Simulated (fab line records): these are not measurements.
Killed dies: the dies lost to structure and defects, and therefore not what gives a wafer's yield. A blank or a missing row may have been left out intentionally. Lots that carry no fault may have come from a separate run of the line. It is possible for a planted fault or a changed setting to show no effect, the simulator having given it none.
Matching of chambers -- flow n5 finfet -- 4 sister chambers for N5_BEOL_M6_ETCH_66 on rie diel-04
The step etches SOC in N2/H2, target depth 80 nm, overetch 16 nm, time 120 s. 24 wafers are shown with their chamber, then 12 later ones without.

## WAFERS, EACH WITH ITS CHAMBER
wafer,chamber,drypump motor current A (A),showerhead plenum p Torr (Torr),throttle valve pct (%)
L074.2,1,5.4,2.52,17.49
L074.3,0,5.9,2.54,17.71
L074.4,2,5.7,2.63,18.08
L075.3,1,5.4,2.51,17.49
L075.4,0,5.9,2.54,17.71
L075.5,2,5.7,2.63,18.08
L077.1,3,4.9,2.70,17.62
L077.2,2,5.7,2.63,18.09
L077.3,1,5.4,2.51,17.50
L077.4,0,5.9,2.54,17.72
L077.5,3,5.0,2.70,17.61
L077.6,2,5.7,2.63,18.07
L085.1,2,5.7,2.62,18.10
L085.2,0,5.9,2.53,17.78
L085.3,3,5.0,2.69,17.63
L085.4,1,5.4,2.51,17.55
L085.5,1,5.4,2.51,17.53
L085.6,2,5.7,2.62,18.12
L088.1,1,5.4,2.50,17.55
L088.4,3,5.0,2.69,17.68
L088.5,1,5.4,2.50,17.54
L091.2,0,5.9,2.53,17.78
L091.3,3,5.0,2.68,17.66
L091.6,3,5.0,2.68,17.69

SIGNATURES, as means of the wafers listed above
reading,chamber 0,chamber 1,chamber 2,chamber 3,scatter within a chamber
drypump motor current A,5.900,5.400,5.700,4.983,0.0204
showerhead plenum p Torr,2.5360,2.5086,2.6267,2.6900,0.00685
throttle valve pct,17.7400,17.5214,18.0900,17.6483,0.0291
Rule: a wafer lies at a distance from a chamber equal to the root of the sum of squares, over the readings, of (its reading less the chamber's mean, divided by the reading's scatter). The wafer belongs to the nearest chamber; if the next one is less than 2 further off, it can't be placed. The scatter is the square root of a quotient: the sum, over the shown wafers, of each reading's squared deviation from its chamber's mean, divided by wafers minus chambers.

## WAFERS WITH NO CHAMBER GIVEN
wafer,drypump motor current A (A),showerhead plenum p Torr (Torr),throttle valve pct (%)
L089.3,5.0,2.68,17.66
L089.5,5.4,2.50,17.55
L089.6,5.7,2.62,18.15
L094.1,5.4,2.50,17.56
L094.2,5.0,2.68,17.68
L094.3,5.9,2.52,17.79
L094.4,5.7,2.62,18.13
L094.5,5.4,2.50,17.56
L094.6,5.9,2.52,17.79
L095.2,5.9,2.52,17.79
L095.3,5.7,2.61,18.16
L095.4,5.4,2.50,17.55

## THE CHAMBER EACH PASSED THROUGH
wafer,from the rows above,in truth
L089.3,3,3
L089.5,1,1
L089.6,2,2
L094.1,1,1
L094.2,3,3
L094.3,0,0
L094.4,2,2
L094.5,1,1
L094.6,0,0
L095.2,0,0
L095.3,2,2
L095.4,1,1
Correctly placed: 12 of 12. Can't be placed from these rows: 0. 0 placed wrongly.
